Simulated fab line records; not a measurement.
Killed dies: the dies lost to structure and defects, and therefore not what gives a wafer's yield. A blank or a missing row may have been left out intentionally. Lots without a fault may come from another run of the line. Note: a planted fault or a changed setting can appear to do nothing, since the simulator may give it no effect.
Chamber matching | flow n5_finfet | rie_si-04 running N5_FIN_SAQP_MANDREL_ETCH_58: 4 sister chambers
The step etches a-Si in HBr/Cl2, stops on SiNx, target depth 45 nm, bt time 10 s, time 27 s. 8 wafers are shown with their chamber, then 9 later ones without.

## WAFERS PAIRED WITH THEIR CHAMBERS
wafer  | chamber | throttle_valve_pct (%) | oes_product_au (a.u.)
L077.3 | 3       | 35.75                  | 0.692
L085.6 | 0       | 35.57                  | 0.685
L086.1 | 2       | 35.20                  | 0.707
L086.2 | 1       | 35.95                  | 0.707
L086.4 | 0       | 35.58                  | 0.689
L088.2 | 1       | 35.97                  | 0.711
L088.5 | 3       | 35.76                  | 0.683
L088.6 | 2       | 35.19                  | 0.701

## WAFERS WITH NO CHAMBER GIVEN
wafer  | throttle_valve_pct (%) | oes_product_au (a.u.)
L090.2 | 35.95                  | 0.717
L090.3 | 35.18                  | 0.698
L090.4 | 35.57                  | 0.690
L093.1 | 35.21                  | 0.695
L093.2 | 35.96                  | 0.716
L093.3 | 35.78                  | 0.673
L093.4 | 35.58                  | 0.677
L093.5 | 35.75                  | 0.689
L093.6 | 35.58                  | 0.680

## WHICH CHAMBER EACH ONE RAN IN
wafer  | from the rows above | in truth
L090.2 | 1                   | 1
L090.3 | 2                   | 2
L090.4 | 0                   | 0
L093.1 | 2                   | 2
L093.2 | 1                   | 1
L093.3 | 3                   | 3
L093.4 | 0                   | 0
L093.5 | 3                   | 3
L093.6 | 0                   | 0
9 of 9 placed correctly. Can't be placed from these rows: 0. Placed wrongly: 0.
How it was worked out, from the rows above alone: a wafer's distance from a chamber is the root of the sum, over the readings, of the square of ((its reading less the chamber's mean) divided by the reading's scatter). If the next closest chamber is less than 2 further off than the closest, the wafer can't be placed; otherwise it belongs to the closest. A chamber's mean is the mean of its shown wafers. The scatter: take each reading less its chamber's mean, square it, sum over the shown wafers, divide by the number of wafers less the number of chambers, and take the root.
